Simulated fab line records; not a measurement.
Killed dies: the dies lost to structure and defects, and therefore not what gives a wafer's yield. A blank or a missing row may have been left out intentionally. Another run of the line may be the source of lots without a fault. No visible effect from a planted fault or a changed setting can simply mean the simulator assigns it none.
What tool caused it? / flow n5_finfet / at 1 step of a route of 1938, 6 lots with 16 wafers sampled

## WHAT THE GAUGES SHOWED, per wafer
N5_BEOL_M12_OVL_MEAS_11.
lot=L458; measured=day 11 07:31; on=overlay-01; V11_OVL (nm)=-1 4 0
lot=L459; measured=day 12 16:19; on=overlay-01; V11_OVL (nm)=6 2
lot=L464; measured=day 13 18:54; on=overlay-02; V11_OVL (nm)=-10 -10
lot=L472; measured=day 15 17:37; on=overlay-02; V11_OVL (nm)=-16 -11 0
lot=L478; measured=day 16 21:01; on=overlay-02; V11_OVL (nm)=-3 -12 1
lot=L477; measured=day 17 00:41; on=overlay-02; V11_OVL (nm)=-3 -2 -11

## WHAT TOOL EACH LOT RAN ON (gives the tool, then ch and the chambers of the sampled wafers, and finally the start)
Before these readings, the record contains no process step.

## THE ANSWER, worked out from the rows above alone
Rule: the usual values come from the lots themselves. Put in order of their means at a reading, lots are off if they are a third of the lots or fewer, leave a main group of 4 or more, and stand apart from it by a gap of 3 or more times the standard deviation of the main group's means; of several such gaps the widest counts. A main group whose means are all the same, to the digits that the tables above print for the reading, isn't used. Also off: a lot with no number at a reading for which 4 or more lots have one. The other lots that the step has rows for count as sound.
Across all readings shown, no lot is off: no conclusion can be drawn from this.

## WHAT WAS PUT IN BY THE SIMULATOR
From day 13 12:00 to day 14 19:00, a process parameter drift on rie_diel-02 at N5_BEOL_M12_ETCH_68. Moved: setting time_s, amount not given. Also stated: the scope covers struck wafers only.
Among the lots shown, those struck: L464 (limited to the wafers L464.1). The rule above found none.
